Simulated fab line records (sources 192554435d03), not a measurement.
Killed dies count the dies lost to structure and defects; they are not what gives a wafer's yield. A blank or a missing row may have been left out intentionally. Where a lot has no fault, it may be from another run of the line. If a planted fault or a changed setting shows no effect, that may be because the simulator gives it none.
The tool behind it: which one?    flow n5_finfet    10 lots (29 wafers sampled), 1 step of a 1938-step route

== WHAT EACH GAUGE READ, for each wafer ==
N5_BEOL_M6_RS_MEAS_57: uses a four-point probe to measure.
lot   measured      on             M6_RS (ohm/sq)
L673  day 9 05:11   film_metro-02  0.280 0.299 0.278
L671  day 9 05:26   film_metro-02  0.273 0.279 0.279
L672  day 9 06:53   film_metro-01  0.281 0.309 0.281
L674  day 9 20:28   film_metro-02  0.300 0.284 0.284
L678  day 10 12:35  film_metro-02  0.285 0.281 0.289
L680  day 11 12:47  film_metro-01  0.289 0.298 0.285
L681  day 11 18:57  film_metro-01  0.296 0.294
L685  day 12 13:32  film_metro-02  0.274 0.280 0.289
L687  day 13 03:08  film_metro-02  0.283 0.282 0.277
L690  day 13 20:54  film_metro-01  0.288 0.282 0.287

== EACH LOT AND THE TOOL THAT RAN IT (in order: tool; ch and the chambers of the sampled wafers; start) ==
Record: no process step prior to these readings.

== THE ANSWER, worked out from the rows above alone ==
Rule: what is usual is taken from the lots themselves. The widest of any qualifying gaps counts: lots, ordered by their means at a reading, are off when they make up no more than a third of the lots, leave a main group of 4 or more, and stand apart from it by 3 or more times the standard deviation of that group's means. Not used: any main group whose means are identical at the precision the tables above print for the reading. A lot without any number at a reading at which 4 lots or more have one is off too. The other lots that the step has rows for count as sound.
Across all readings shown, no lot is off: no conclusion can be drawn from this.

== WHAT HAD BEEN PUT IN BY THE SIMULATOR ==
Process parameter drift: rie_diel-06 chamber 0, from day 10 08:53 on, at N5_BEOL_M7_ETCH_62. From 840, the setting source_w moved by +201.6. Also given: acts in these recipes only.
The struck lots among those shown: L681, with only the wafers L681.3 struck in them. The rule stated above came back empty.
